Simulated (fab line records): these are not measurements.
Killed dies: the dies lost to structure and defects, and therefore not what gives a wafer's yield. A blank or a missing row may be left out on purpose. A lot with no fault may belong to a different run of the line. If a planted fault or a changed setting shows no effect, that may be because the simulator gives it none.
fab line records | flow n5-finfet
record lots=6 wafers=17 last-day=21
route steps=1938 shown BEOL_M8@1377 PASSIVATION@1936
lots with no fault: from the same line, run without faults
start-h: start of the lot's first displayed wafer, in hours after the record's first day | wait-h: how many hours have passed since the lot's step before this one | " the same as in the row above | L1.1+2: one row covering several wafers at once | - no value present, or no start provided | * or withheld: withheld | < > ~ a bound
route shown NAME@n: names a module that has steps shown in the file, with the first one's number in the route | usual: mean and standard deviation over wafers with no fault | same: alike in all rows | chamber/n: place in a boat | sites: the reading at each site | _std_site: standard deviation of those values | _edge_site: mean of outer sites minus mean of inner sites | radius-mm: for every site, how far away it sits from the centre of the wafer | mask NAME#n: copy n | behind: the most recent tool/chamber to have shaped the wafer | hold: cause of the lot's hold/its duration in hours/its outcome | device: whichever transistor did not switch (one of n, p or np) | end of line: the tests these same wafers got at the end of their route | where a step has no rows: the recipe by itself | killed: not the wafer's yield, but the dies lost to structure and defects at the first sort | map: a wafer's dies, x killed, . not, _ none there
set.NAME: the setting the step ran with; set.NAME@STEP: the setting that earlier step ran with | model.NAME: the simulator's own value behind a step, which no gauge read
lots seen at some steps along the route; tables by step, rows by wafer
services: the hour from which a tool's chamber was out of use, counted from the record's first day as start-h (under 0 if before that day), plus the number of hours and why
## steps
# step N5_BEOL_M8_TRENCH_ETCH_37
# recipe chemistry=C4F6/O2 target-depth-a=934.78 target=SiCOH_lowk time-s=31.2 ion-energy-ev=250 pressure-mtorr=30 source-w=345 bias-w=185 Ar_flow_sccm=300 C4F6_flow_sccm=10 O2_flow_sccm=10
# usual drypump-motor-current-A=5.71/0.19 oes-product-au=0.77/0.085 rf-fwd-power-W=340.2/1.4 rf-vpp-V=655/21 showerhead-plenum-p-Torr=2.79/0.079 throttle-valve-pct=20.97/0.24
# columns lot.wafer tool chamber start-h wait-h drypump-motor-current-A oes-product-au rf-fwd-power-W rf-hours-counter-h rf-vpp-V showerhead-plenum-p-Torr throttle-valve-pct
L587.1 rie-diel-03 0 - - 5.52 0.69 339.1 244 640 2.79 20.98
L587.4 " 2 " " 5.98 0.70 337.5 - 665 2.92 20.98
L587.6 " 0 " " 5.52 0.69 339.5 - 636 2.79 20.99
L591.2 rie-diel-03 1 - - 5.77 0.74 340.0 180 632 2.73 21.25
L591.4 " 0 " " 5.54 0.97 338.8 3 637 2.79 20.57
L594.2 rie-diel-01 0 - - 5.74 0.77 337.9 150 627 2.74 20.99
L594.3 " 1 " " 5.54 0.78 340.6 129 712 2.97 21.07
L594.6 " 1 " " 5.56 0.78 342.4 - 712 2.97 21.06
L599.3 rie-diel-01 3 - - 5.86 0.85 341.8 58 689 2.76 20.50
L599.5 " 2 " " 5.64 0.69 343.8 - 692 2.81 21.46
L599.6 " 3 " " 5.82 0.85 342.1 - 689 2.76 20.52
L602.1 rie-diel-03 0 - - 5.53 0.91 340.2 23 637 2.78 20.59
L602.4 " 3 " " 5.66 0.72 340.5 - 649 2.72 21.00
L602.6 " 0 " " 5.53 0.90 338.9 - 638 2.78 20.61
L607.1 rie-diel-04 3 - - 5.24 0.68 342.7 240 682 2.88 21.20
L607.2 " 2 " " 5.40 0.86 342.1 64 680 2.89 20.79
L607.3 " 1 " " 5.89 0.83 338.8 84 674 2.73 20.62
# step N5_BEOL_M8_ETCH_41
# recipe chemistry=CH3F/O2 target=SiCN target-depth-a=319 taper-deg=2 time-s=57.8 ion-energy-ev=120 mask-material=TiN pressure-mtorr=30 source-w=395 bias-w=75 Ar_flow_sccm=150 CH3F_flow_sccm=30 O2_flow_sccm=20
# usual drypump-motor-current-A=5.70/0.18 oes-product-au=0.77/0.086 rf-fwd-power-W=391.3/1.2 rf-vpp-V=296.6/1.6 showerhead-plenum-p-Torr=1.96/0.059 throttle-valve-pct=16.39/0.25
# columns lot.wafer tool chamber start-h wait-h drypump-motor-current-A oes-product-au rf-fwd-power-W rf-hours-counter-h rf-vpp-V showerhead-plenum-p-Torr throttle-valve-pct
L587.1 rie-diel-03 0 - - 5.55 0.68 392.2 244 296.2 1.96 16.44
L587.4 " 2 " " 5.95 0.70 391.8 - 298.0 2.06 16.47
L587.6 " 0 " " 5.54 0.69 390.9 - 295.4 1.96 16.44
L591.2 rie-diel-03 1 - - 5.77 0.74 390.0 180 293.8 1.92 16.64
L591.4 " 0 " " 5.51 0.97 390.5 3 297.2 1.96 15.97
L594.2 rie-diel-01 0 - - 5.71 0.77 390.8 150 295.8 1.92 16.37
L594.3 " 1 " " 5.57 0.78 391.7 129 300.1 2.09 16.44
L594.6 " 1 " " 5.56 0.78 393.4 - 299.1 2.09 16.44
L599.3 rie-diel-01 3 - - 5.84 0.86 392.5 58 295.1 1.94 15.91
L599.5 " 2 " " 5.64 0.69 392.9 - 296.1 1.98 16.85
L599.6 " 3 " " 5.85 0.86 392.4 - 295.8 1.94 15.91
L602.1 rie-diel-03 0 - - 5.52 0.90 392.5 23 296.7 1.96 16.02
L602.4 " 3 " " 5.65 0.72 390.6 - 295.4 1.90 16.42
L602.6 " 0 " " 5.51 0.90 390.3 - 297.0 1.95 16.03
L607.1 rie-diel-04 3 - - 5.24 0.67 392.3 240 299.3 2.03 16.71
L607.2 " 2 " " 5.39 0.86 393.5 64 298.4 2.03 16.12
L607.3 " 1 " " 5.89 0.83 389.4 84 296.5 1.91 16.05
# step N5_BEOL_M8_STRIP_80
# recipe chemistry=N2/H2 time-s=10 power-w=450 temp-c=40 pressure-mtorr=20 rf-frequency-hz=6e+07 bias-power-w=7 n2-flow-sccm=200 h2-flow-sccm=200
# step N5_BEOL_M8_OCD_MEAS_38
# usual trench-depth-nm=92.1/2.7
# columns lot.wafer tool chamber start-h wait-h trench-depth-nm
L587.1 ocd-01 - 294.80 - 95.5
L587.4 " - " " 90.2
L587.6 " - " " 95.2
L591.2 ocd-02 - 346.46 - 92.4
L591.4 " - " " 97.3
L594.2 ocd-02 - 353.75 - 92.7
L594.3 " - " " 93.5
L594.6 " - " " 95.1
L599.3 ocd-01 - 392.29 - 93.9
L599.5 " - " " 90.0
L599.6 " - " " 94.7
L602.1 ocd-02 - 400.95 - 97.4
L602.4 " - " " 89.5
L602.6 " - " " 96.4
L607.1 ocd-01 - 435.54 - 90.5
L607.2 " - " " 94.3
L607.3 " - " " 93.8
# step N5_BEOL_M8_HM_STRIP_39
# recipe chemistry=peroxide-tin-strip material=TiN target-depth-a=250 temp-c=50 time-s=158
# step N5_BEOL_M8_SRD_40
# recipe time-s=30 temp-c=23 rinse-liquid=diw dry=ipa-marangoni
# step N5_BEOL_M8_PRECLEAN_42
# recipe chemistry=residue-remover time-s=60 temp-c=40
# step N5_BEOL_M8_SRD_43
# recipe time-s=30 temp-c=23 rinse-liquid=diw dry=ipa-marangoni
# step N5_BEOL_M8_CD_MEAS_35
# recipe target-cd-nm=40 polarity=opening
# usual cd-nm=39.7/0.82
# columns lot.wafer tool chamber start-h wait-h cd-nm
L587.1 cd-sem-01 - 294.96 0.0 40.7
L587.4 " - " " 39.9
L587.6 " - " " 39.8
L591.2 cd-sem-03 - 346.62 0.0 39.7
L591.4 " - " " 38.8
L594.2 cd-sem-03 - 353.90 0.0 40.7
L594.3 " - " " 40.0
L594.6 " - " " 39.8
L599.3 cd-sem-03 - 392.44 0.0 40.7
L599.5 " - " " 40.3
L599.6 " - " " 40.4
L602.1 cd-sem-03 - 401.11 0.0 39.5
L602.4 " - " " 39.4
L602.6 " - " " 40.0
L607.1 cd-sem-03 - 435.70 0.0 38.7
L607.2 " - " " 40.5
L607.3 " - " " 40.5
# step N5_BEOL_M8_CURE_75
# recipe temp-c=370 time-s=120 ambient=DMADMS/He material=SiCOH_lowk
# step N5_BEOL_M8_DEGAS_44
# recipe ambient=vacuum temp-c=250 time-s=60
# usual heater-power-w=307/28
# columns lot.wafer tool chamber start-h wait-h heater-power-w
L587.1 pvd-sputter-02 - 296.23 1.1 308
L587.4 " - " " 281
L587.6 " - " " 285
L591.2 pvd-sputter-03 - 356.34 0.5 335
L591.4 " - " " 268
L594.2 pvd-sputter-03 - 360.55 1.4 326
L594.3 " - " " 307
L594.6 " - " " 330
L599.3 pvd-sputter-03 - 393.01 0.2 306
L599.5 " - " " 324
L599.6 " - " " 267
L602.1 pvd-sputter-01 - 401.97 0.3 312
L602.4 " - " " 291
L602.6 " - " " 335
L607.1 pvd-sputter-01 - 436.50 0.7 312
L607.2 " - " " 342
L607.3 " - " " 295
# step N5_BEOL_M8_PRE_CLEAN_45
# recipe gas=H2/He time-s=30 temp-c=250
# usual heater-power-w=308/28
# columns lot.wafer tool chamber start-h wait-h heater-power-w
L587.1 pvd-sputter-02 - 296.28 0.0 312
L587.4 " - " " 277
L587.6 " - " " 287
L591.2 pvd-sputter-03 - 356.38 0.0 328
L591.4 " - " " 268
L594.2 pvd-sputter-03 - 360.59 0.0 330
L594.3 " - " " 300
L594.6 " - " " 331
L599.3 pvd-sputter-03 - 393.05 0.0 302
L599.5 " - " " 337
L599.6 " - " " 279
L602.1 pvd-sputter-01 - 402.01 0.0 311
L602.4 " - " " 291
L602.6 " - " " 342
L607.1 pvd-sputter-01 - 436.54 0.0 315
L607.2 " - " " 327
L607.3 " - " " 293
# step N5_BEOL_M8_ALD_77
# recipe material=TaN target-thk-a=20 temp-c=275 ald-precursor-family=PDMAT ald-co-reactant=NH3 pressure-torr=3 carrier-flow-sccm=1500 pulse-time-s=2 purge-time-s=3 co-reactant-purge-time-s=2 co-reactant-pulse-time-s=3 ald-cycles=40 precursor-vessel-temp-c=75 precursor-vessel-pressure-torr=26.25 precursor-vessel-carrier-sccm=1000
# usual ald-cycles=40/0 heater-power-w=428/44
# same co-reactant-purge-time-s=2 purge-time-s=3
# columns lot.wafer tool chamber start-h wait-h ald-cycles heater-power-w
L587.1 ald-metal-03 0 296.34 0.0 40 455
L587.4 " 3 " " 40 469
L587.6 " 2 " " 40 401
L591.2 ald-metal-03 2 356.64 0.2 35 399
L591.4 " 1 " " 40 490
L594.2 ald-metal-03 2 360.65 0.0 35 392
L594.3 " 1 " " 35 508
L594.6 " 0 " " 40 462
L599.3 ald-metal-01 1 393.11 0.0 40 416
L599.5 " 1 " " 40 427
L599.6 " 0 " " 40 385
L602.1 ald-metal-01 2 402.08 0.0 40 406
L602.4 " 3 " " 40 380
L602.6 " 2 " " 40 398
L607.1 ald-metal-03 3 436.62 0.1 40 482
L607.2 " 0 " " 40 451
L607.3 " 1 " " 40 521
# step N5_BEOL_M8_SURFACE_TREAT_79
# recipe gas=Ar time-s=* ion-energy-ev=* ion-current-ma-cm2=0.5 pressure-mtorr=* ar-flow-sccm=30
# usual throttle-valve-pct=*
# columns lot.wafer tool chamber start-h wait-h throttle-valve-pct
L587.1 pvd-sputter-02 - 296.75 0.3 *
L587.4 " - " " *
L587.6 " - " " *
L591.2 pvd-sputter-01 - 357.73 1.0 *
L591.4 " - " " *
L594.2 pvd-sputter-02 - 360.94 0.2 *
L594.3 " - " " *
L594.6 " - " " *
L599.3 pvd-sputter-02 - 393.40 0.2 *
L599.5 " - " " *
L599.6 " - " " *
L602.1 pvd-sputter-01 - 402.41 0.2 *
L602.4 " - " " *
L602.6 " - " " *
L607.1 pvd-sputter-02 - 436.99 0.2 *
L607.2 " - " " *
L607.3 " - " " *
# step N5_PASSIVATION_PROBE_49
# usual defect-limited-yield=90.9/1.6 killed_at_M0_to_M3=37/11 killed_at_M4_up=15/5.6 killed-at-contacts=13/6.4 killed-at-front-end=39/11 killed-at-other=4/3.1 killed-dies=107/19 killed-open=71/14 killed-short=34/7.8 sort_bin_4_leakage=0.01/0.053 sort_bin_5_function=5.3/1 sort_bin_6_memory=3.4/0.72 sort-n-pass=1072/20 sort-yield-pct=90.9/1.7
# same gross-dies=1180 killed-at-back-side=0 sort_bin_8_speed[%]=0
# columns lot.wafer tool chamber start-h wait-h defect-limited-yield[%] killed_at_M0_to_M3 killed_at_M4_up killed-at-contacts killed-at-front-end killed-at-other killed-dies killed-open killed-short sort_bin_4_leakage[%] sort_bin_5_function[%] sort_bin_6_memory[%] sort-n-pass sort-yield-pct[%]
L591.2 prober-02 - 430.26 0.1 89.4 53 18 18 29 7 125 78 41 0 6.5 3.7 1055 89.4
L591.4 prober-02 - 430.36 0.2 88.5 53 23 17 39 4 136 96 36 0 7.3 3.9 1044 88.5
L594.2 prober-01 - 435.58 0.1 87.7 45 15 16 61 8 145 91 54 0 6.0 5.8 1035 87.7
L594.3 prober-01 - 435.63 0.1 90.1 50 12 11 35 9 117 74 38 0.08 5.8 3.6 1063 90.1
L594.6 prober-01 - 435.78 0.3 89.4 58 13 4 48 2 125 89 33 0 6.1 3.8 1055 89.4
L599.3 prober-02 - 467.70 0.1 92.7 34 3 10 38 1 86 53 33 0 4.3 2.5 1094 92.7
L599.5 prober-02 - 467.80 0.2 91.4 33 20 9 37 2 101 71 29 0 5.2 3.1 1079 91.4
L599.6 prober-02 - 467.85 0.3 93.2 19 15 6 38 2 80 47 29 0 3.5 2.9 1100 93.2
L602.1 prober-02 - 491.52 0.0 90.1 24 18 18 56 1 117 69 48 0 6.3 3.4 1063 90.1
L602.4 prober-02 - 491.67 0.2 89.4 22 17 15 68 3 125 86 36 0 6.6 3.7 1055 89.4
L602.6 prober-02 - 491.77 0.3 92.3 11 20 15 38 7 91 59 32 0 5.3 2.0 1089 92.3
# killed by level:class
L591.2 MOL_CONTACT_COAG:geometric-particle:open=14 BEOL_M2:geometric-particle:open=13 BEOL_M4:geometric-particle:open=10 BEOL_M0_SAQP:geometric-particle:open=9 STI_FIN_REVEAL:geometric-particle:open=8 BEOL_M0_SAQP:geometric-particle:short=7 BEOL_M1:geometric-particle:open=5 BEOL_M1:geometric-particle:short=5
L591.4 BEOL_M0_SAQP:geometric-particle:open=15 MOL_CONTACT_COAG:geometric-particle:open=13 BEOL_M4:geometric-particle:open=12 STI_FIN_REVEAL:geometric-particle:open=10 BEOL_M0_SAQP:geometric-particle:short=9 BEOL_M1:geometric-particle:open=9 FIN_SAQP:geometric-particle:open=6 BEOL_M3:geometric-particle:open=6
L594.2 STI_FIN_REVEAL:geometric-particle:open=20 FIN_SAQP:geometric-particle:short=17 MOL_CONTACT_COAG:geometric-particle:open=13 FIN_SAQP:geometric-particle:open=8 BEOL_M3:geometric-particle:open=8 BEOL_M0_SAQP:geometric-particle:short=7 BEOL_M0_SAQP:geometric-particle:open=6 BEOL_M2:geometric-particle:open=6
L594.3 BEOL_M2:geometric-particle:open=15 FIN_SAQP:geometric-particle:short=10 MOL_CONTACT_COAG:geometric-particle:open=9 BEOL_M0_SAQP:geometric-particle:open=9 BEOL_M3:geometric-particle:open=7 FIN_SAQP:geometric-particle:open=6 BEOL_M0_SAQP:geometric-particle:short=6 STI_FIN_REVEAL:geometric-particle:open=5
L594.6 STI_FIN_REVEAL:geometric-particle:open=16 BEOL_M3:geometric-particle:open=14 BEOL_M1:geometric-particle:open=13 BEOL_M2:geometric-particle:open=12 BEOL_M0_SAQP:geometric-particle:short=10 FIN_SAQP:geometric-particle:short=8 DUMMY_GATE:geometric-particle:open=6 BEOL_M4:geometric-particle:open=5
L599.3 FIN_SAQP:geometric-particle:short=9 MOL_CONTACT_COAG:geometric-particle:open=9 FIN_SAQP:geometric-particle:open=6 DUMMY_GATE:geometric-particle:open=6 BEOL_M1:geometric-particle:short=6 BEOL_M0_SAQP:geometric-particle:open=5 BEOL_M0:geometric-particle:open=5 BEOL_M2:geometric-particle:open=5
L599.5 BEOL_M1:geometric-particle:open=9 BEOL_M4:geometric-particle:open=9 FIN_SAQP:geometric-particle:open=7 BEOL_M2:geometric-particle:open=6 MOL_CONTACT_COAG:geometric-particle:open=6 BEOL_M1:geometric-particle:short=6 FIN_SAQP:geometric-particle:short=5 STI_FIN_REVEAL:geometric-particle:open=4
L599.6 BEOL_M4:geometric-particle:open=9 FIN_SAQP:geometric-particle:short=7 STI_FIN_REVEAL:geometric-particle:open=7 BEOL_M0_SAQP:geometric-particle:short=7 GATE_CUT:geometric-particle:short=5 GATE_CUT:geometric-particle:open=4 MOL_CONTACT_COAG:geometric-particle:open=4 FIN_SAQP:geometric-particle:open=3
L602.1 MOL_CONTACT_COAG:geometric-particle:open=16 FIN_SAQP:geometric-particle:short=13 STI_FIN_REVEAL:geometric-particle:open=10 FIN_SAQP:geometric-particle:open=9 BEOL_M0_SAQP:geometric-particle:short=6 BEOL_M1:geometric-particle:open=5 BEOL_M2:geometric-particle:open=5 BEOL_M4:geometric-particle:open=5
L602.4 FIN_SAQP:geometric-particle:open=19 FIN_SAQP:geometric-particle:short=18 BEOL_M4:geometric-particle:open=14 STI_FIN_REVEAL:geometric-particle:open=13 MOL_CONTACT_COAG:geometric-particle:open=12 BEOL_M0_SAQP:geometric-particle:open=6 BEOL_M3:geometric-particle:open=6 DUMMY_GATE:geometric-particle:open=5
L602.6 MOL_CONTACT_COAG:geometric-particle:open=14 BEOL_M4:geometric-particle:open=14 FIN_SAQP:geometric-particle:short=10 FIN_SAQP:geometric-particle:open=8 STI_FIN_REVEAL:geometric-particle:open=7 MIM_BOT:geometric-particle:short=4 BEOL_M2:geometric-particle:open=3 BEOL_M4:geometric-particle:short=3
## services
# columns tool chamber start-h hours kind
ald-metal-01 3 288.13 - calibration
rie-diel-03 3 289.92 5.3 repair
rie-diel-04 0 298.90 4.3 repair
rie-diel-03 0 309.46 - clean
rie-diel-03 0 309.46 - consumable-replace:focus-ring
rie-diel-03 0 309.46 30.7 scheduled-down
rie-diel-03 0 309.46 30.7 vent-cycle
ald-metal-01 - 328.96 1.2 repair
rie-diel-04 2 332.82 4.0 repair
ald-metal-01 - 337.25 14.0 pm
ald-metal-03 3 350.28 25.4 repair
ald-metal-03 - 363.07 0.6 repair
rie-diel-03 2 390.73 - clean
rie-diel-03 2 390.73 - consumable-replace:focus-ring
rie-diel-03 2 390.73 25.9 scheduled-down
rie-diel-03 2 390.73 25.9 vent-cycle
rie-diel-01 0 394.03 3.4 repair
rie-diel-04 3 403.00 26.1 repair
rie-diel-01 1 409.37 8.5 repair
rie-diel-03 1 417.77 8.0 repair
rie-diel-01 2 426.22 - clean
rie-diel-01 2 426.22 - consumable-replace:focus-ring
rie-diel-01 2 426.22 24.0 scheduled-down
rie-diel-01 2 426.22 24.0 vent-cycle
## key
first-sign step=N5_BEOL_M8_ALD_77 reading=ald-cycles direction=down sigmas=99+ usual=* struck=*
effect none on later readings
met-at N5_BEOL_M8_ALD_77
struck-wafers L591.2,L594.2,L594.3
onset-between 296.34 356.64
fault kind=process-parameter-drift tool=ald-metal-03 chamber=- onset-h=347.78 steps=N5_BEOL_M8_ALD_77 channel=ald-cycles offset=* shape=step end-h=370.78 scope=struck-wafers-only acts-in=* stated=*
